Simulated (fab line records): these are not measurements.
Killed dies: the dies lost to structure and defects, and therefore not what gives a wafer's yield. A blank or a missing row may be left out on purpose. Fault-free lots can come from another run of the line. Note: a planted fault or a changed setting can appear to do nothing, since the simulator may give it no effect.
Which tool was responsible?	flow nand-harc	Sampling: 23 lots, 69 wafers, 3 of 1302 route steps

## WHAT THE GAUGES SHOWED, per wafer
NHARC_A_SLIT_CD_MEAS_21.
lot	measured	on	cd-nm (nm)
L074	day 20 12:29	cd-sem-02	290.0 290.5 290.0
L075	day 20 17:13	cd-sem-03	288.5 288.1 287.9
L076	day 21 05:56	cd-sem-01	289.5 288.0 288.2
L077	day 21 06:02	cd-sem-02	289.4 290.5 290.7
L078	day 21 17:08	cd-sem-03	289.2 290.1 291.0
L079	day 21 18:16	cd-sem-03	289.3 290.2 289.9
L080	day 22 05:37	cd-sem-01	289.8 289.5 289.6
L081	day 23 14:23	cd-sem-01	289.4 290.7 288.5
L082	day 23 13:45	cd-sem-03	289.4 290.0 290.3
L083	day 23 17:31	cd-sem-02	290.2 290.3 290.2
L084	day 24 05:40	cd-sem-02	289.9 290.4 290.5
L086	day 24 17:47	cd-sem-03	289.9 289.2 290.6
L085	day 24 21:28	cd-sem-01	288.2 287.6 288.2
L087	day 24 17:25	cd-sem-02	288.6 289.6 289.5
L088	day 26 04:09	cd-sem-01	290.9 290.9 290.8
L091	day 26 15:14	cd-sem-02	289.5 290.6 289.9
L090	day 26 23:17	cd-sem-01	289.1 289.6 289.1
L092	day 27 18:56	cd-sem-01	289.9 289.8 290.5
L093	day 27 18:52	cd-sem-01	288.5 289.2 289.4
L095	day 28 10:41	cd-sem-02	289.5 289.5 289.2
L094	day 28 10:53	cd-sem-01	290.6 289.9 289.7
L097	day 29 05:08	cd-sem-02	289.3 289.9 289.2
L096	day 29 03:56	cd-sem-03	289.0 289.0 289.1

## WHICH TOOL RAN EACH LOT (tool, then ch and the chambers of the sampled wafers, then the start)
lot	NHARC_A_SGD_CUT_STRIP_17	NHARC_A_SLIT_ETCH_15
L074	rie-diel-06 ch 0,1,2, day 20 12:29 or earlier	rie-diel-09 ch 2,3, day 20 12:29 or earlier
L075	rie-diel-01 ch 0,1,3, day 20 17:13 or earlier	rie-diel-09 ch 0,3, day 20 17:13 or earlier
L076	rie-diel-01 ch 0,1, day 21 05:56 or earlier	rie-diel-05 ch 0,3, day 21 05:56 or earlier
L077	rie-diel-01 ch 0,1,3, day 20 15:32	rie-diel-09 ch 1,3, day 21 06:02 or earlier
L078	rie-diel-06 ch 0,2,3, day 21 17:08 or earlier	rie-diel-09 ch 0,3, day 21 17:08 or earlier
L079	rie-diel-06 ch 1,2, day 21 18:16 or earlier	rie-diel-05 ch 0,1,3, day 21 18:16 or earlier
L080	rie-diel-07 ch 0,2,3, day 22 05:37 or earlier	rie-diel-05 ch 0,1,2, day 22 05:37 or earlier
L081	rie-diel-06 ch 1,2, day 23 14:23 or earlier	rie-diel-05 ch 0,2, day 23 14:23 or earlier
L082	rie-diel-07 ch 2,3, day 23 13:45 or earlier	rie-diel-08 ch 0,1,3, day 23 13:45 or earlier
L083	rie-diel-06 ch 0,1,3, day 23 17:31 or earlier	rie-diel-09 ch 0,2, day 23 17:31 or earlier
L084	rie-diel-07 ch 0,2,3, day 24 05:40 or earlier	rie-diel-09 ch 1,2,3, day 24 05:40 or earlier
L086	rie-diel-01 ch 0,2,3, day 24 17:47 or earlier	rie-diel-05 ch 0,1, day 24 17:47 or earlier
L085	rie-diel-06 ch 1,2,3, day 24 21:28 or earlier	rie-diel-09 ch 1,2, day 24 21:28 or earlier
L087	rie-diel-07 ch 1,3, day 24 17:25 or earlier	rie-diel-08 ch 0,1, day 24 17:25 or earlier
L088	rie-diel-01 ch 0,2,3, day 26 04:09 or earlier	rie-diel-08 ch 0,2,3, day 26 04:09 or earlier
L091	rie-diel-06 ch 0,1,3, day 26 15:14 or earlier	rie-diel-09 ch 1,3, day 26 15:14 or earlier
L090	rie-diel-06 ch 1,3, day 26 23:17 or earlier	rie-diel-09 ch 0,2,3, day 26 23:17 or earlier
L092	rie-diel-07 ch 2,3, day 27 18:56 or earlier	rie-diel-05 ch 0,1,2, day 27 18:56 or earlier
L093	rie-diel-01 ch 0,1,2, day 27 18:52 or earlier	rie-diel-08 ch 0,1,3, day 27 18:52 or earlier
L095	rie-diel-01 ch 0,2,3, day 28 10:41 or earlier	rie-diel-09 ch 0,1,2, day 28 10:41 or earlier
L094	rie-diel-06 ch 0,1,2, day 28 10:53 or earlier	rie-diel-08 ch 0,3, day 28 10:53 or earlier
L097	rie-diel-01 ch 0,1,2, day 29 05:08 or earlier	rie-diel-09 ch 1,2, day 29 05:08 or earlier
L096	rie-diel-07 ch 0,1,3, day 29 03:56 or earlier	rie-diel-09 ch 0,1,3, day 29 03:56 or earlier
- NHARC_A_SGD_CUT_STRIP_17: strips in O2.
- NHARC_A_SLIT_ETCH_15: etches the open film in O2/COS, target depth 6200 nm, time 1612 s.

## WHAT THE TOOLS THEMSELVES READ (means of the sampled wafers that have a number; where no wafer has one, the mark that the record gives instead)
NHARC_A_SGD_CUT_STRIP_17.
lot	tool	drypump-motor-current-A (A)	oes-product-au (a.u.)	rf-vpp-V (V)	showerhead-plenum-p-Torr (Torr)	throttle-valve-pct (%)
L074	rie-diel-06	6.0	0.993	58.0	3.54	17.029
L075	rie-diel-01	6.2	1.006	58.2	3.52	17.038
L076	rie-diel-01	6.3	1.001	57.1	3.43	17.036
L077	rie-diel-01	6.2	1.004	58.1	3.52	17.036
L078	rie-diel-06	5.9	0.988	57.9	3.54	17.045
L079	rie-diel-06	5.8	1.004	57.3	3.52	17.041
L080	rie-diel-07	5.6	0.993	57.5	3.53	17.041
L081	rie-diel-06	5.8	1.006	58.2	3.52	17.040
L082	rie-diel-07	5.4	1.002	57.0	3.63	17.048
L083	rie-diel-06	6.0	0.995	58.0	3.55	17.022
L084	rie-diel-07	5.6	1.011	58.6	3.53	17.034
L086	rie-diel-01	5.6	1.010	57.5	3.50	17.035
L085	rie-diel-06	5.9	1.006	57.5	3.53	17.040
L087	rie-diel-07	5.7	1.006	56.7	3.64	17.042
L088	rie-diel-01	5.6	0.995	57.3	3.50	17.039
L091	rie-diel-06	6.0	0.999	57.1	3.54	17.035
L090	rie-diel-06	6.0	0.996	57.8	3.53	17.042
L092	rie-diel-07	5.5	0.995	57.4	3.50	17.037
L093	rie-diel-01	5.7	0.995	57.7	3.42	17.041
L095	rie-diel-01	5.6	0.999	57.5	3.50	17.025
L094	rie-diel-06	6.0	1.001	58.2	3.53	17.051
L097	rie-diel-01	5.7	0.994	57.6	3.42	17.048
L096	rie-diel-07	5.9	0.999	58.1	3.54	17.028

NHARC_A_SLIT_ETCH_15.
lot	tool	bias-w (W)	drypump-motor-current-A (A)	oes-product-au (a.u.)	rf-vpp-V (V)	showerhead-plenum-p-Torr (Torr)	throttle-valve-pct (%)
L074	rie-diel-09	300.5	5.5	0.993	313.4	3.05	28.329
L075	rie-diel-09	300.8	5.2	1.000	314.7	3.14	28.336
L076	rie-diel-05	300.3	5.2	0.996	311.5	2.95	28.333
L077	rie-diel-09	300.3	5.3	0.995	314.2	3.06	28.331
L078	rie-diel-09	300.0	5.2	0.992	314.0	3.14	28.333
L079	rie-diel-05	300.7	5.6	1.006	312.5	2.97	28.335
L080	rie-diel-05	299.7	5.6	0.994	311.7	2.95	28.333
L081	rie-diel-05	299.7	5.3	0.991	311.8	2.93	28.329
L082	rie-diel-08	299.3	5.8	1.005	311.6	2.93	28.329
L083	rie-diel-09	300.0	5.6	0.991	314.5	3.08	28.329
L084	rie-diel-09	300.4	5.5	1.007	312.6	3.03	28.328
L086	rie-diel-05	300.6	6.0	1.007	312.8	2.97	28.334
L085	rie-diel-09	300.4	5.8	1.008	312.2	2.99	28.326
L087	rie-diel-08	299.3	6.1	1.004	311.9	2.94	28.342
L088	rie-diel-08	299.7	5.8	1.011	310.9	2.92	28.325
L091	rie-diel-09	299.6	5.6	0.997	312.6	3.02	28.334
L090	rie-diel-09	300.6	5.4	0.996	314.3	3.11	28.323
L092	rie-diel-05	299.5	5.7	1.003	312.2	2.95	28.325
L093	rie-diel-08	300.8	5.8	1.012	310.6	2.93	28.329
L095	rie-diel-09	299.9	5.6	1.002	313.6	3.07	28.327
L094	rie-diel-08	300.1	5.6	1.001	310.3	2.92	28.339
L097	rie-diel-09	299.6	5.7	0.997	312.9	3.01	28.331
L096	rie-diel-09	299.4	5.5	1.001	313.5	3.09	28.323

## THE ANSWER, worked out from the rows above alone
Rule: what is usual is taken from the lots themselves. Put in order of their means at a reading, lots are off if they are a third of the lots or fewer, leave a main group of 4 or more, and stand apart from it by a gap of 3 or more times the standard deviation of the main group's means; of several such gaps the widest counts. If all means in a main group match to the digits the tables above print for the reading, that group is not used. Also off: a lot with no number at a reading for which 4 or more lots have one. The other lots that the step has rows for count as sound. The gauges are gone through in route order, then the tools' own readings, and for those a lot's mean is taken as printed above. At the first step where some lot is off, the reading lying furthest off is the one used; lots without a number count as furthest.
Nothing can be told from this: no lot is off at any reading shown.

## WHAT WAS PUT IN BY THE SIMULATOR
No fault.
